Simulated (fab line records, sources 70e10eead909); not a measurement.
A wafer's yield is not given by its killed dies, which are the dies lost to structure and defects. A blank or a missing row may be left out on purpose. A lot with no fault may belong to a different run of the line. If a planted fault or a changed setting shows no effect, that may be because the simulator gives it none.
Matching of chambers || flow nandHarc || NHARC_A_STAIRCASE_DEP_417 on pecvd-01 has 3 sister chambers
The step deposits Si3N4, target thk 60 nm. 3 wafers are shown with their chamber, then 10 later ones without.

## WAFERS WITH THEIR CHAMBER
{"wafer": "L088.6", "chamber": 2, "heaterPowerW (W)": 593}
{"wafer": "L090.1", "chamber": 0, "heaterPowerW (W)": 873}
{"wafer": "L090.3", "chamber": 1, "heaterPowerW (W)": 652}

## WAFERS WITH NO CHAMBER GIVEN
{"wafer": "L090.6", "heaterPowerW (W)": 885}
{"wafer": "L091.1", "heaterPowerW (W)": 611}
{"wafer": "L091.4", "heaterPowerW (W)": 547}
{"wafer": "L091.6", "heaterPowerW (W)": 937}
{"wafer": "L092.1", "heaterPowerW (W)": 884}
{"wafer": "L092.3", "heaterPowerW (W)": 506}
{"wafer": "L092.4", "heaterPowerW (W)": 630}
{"wafer": "L096.2", "heaterPowerW (W)": 507}
{"wafer": "L096.4", "heaterPowerW (W)": 651}
{"wafer": "L096.5", "heaterPowerW (W)": 515}

## WHICH CHAMBER EACH WENT THROUGH
{"wafer": "L090.6", "from the rows above": 0, "in truth": 0}
{"wafer": "L091.1", "from the rows above": "can't be placed: 2 or 1", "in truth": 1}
{"wafer": "L091.4", "from the rows above": "can't be placed: 2 or 1", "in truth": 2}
{"wafer": "L091.6", "from the rows above": 0, "in truth": 0}
{"wafer": "L092.1", "from the rows above": 0, "in truth": 0}
{"wafer": "L092.3", "from the rows above": "can't be placed: 2 or 1", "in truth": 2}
{"wafer": "L092.4", "from the rows above": "can't be placed: 1 or 2", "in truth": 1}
{"wafer": "L096.2", "from the rows above": "can't be placed: 2 or 1", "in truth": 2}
{"wafer": "L096.4", "from the rows above": "can't be placed: 1 or 2", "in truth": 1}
{"wafer": "L096.5", "from the rows above": "can't be placed: 2 or 1", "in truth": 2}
Correctly placed: 3 of 10. These rows do not allow placing 7 (true chamber among the candidates in 7). 0 placed wrongly.
How it was worked out, from the rows above alone: a wafer's distance from a chamber is the root of the sum, over the readings, of the square of ((its reading less the chamber's mean) divided by the reading's scatter). If the next closest chamber is less than 2 further off than the closest, the wafer can't be placed; otherwise it belongs to the closest. For every chamber, the mean is computed from those of its wafers that are shown. The scatter: root of mean squared gap, hidden wafer to nearest shown wafer, with one shown wafer a chamber.
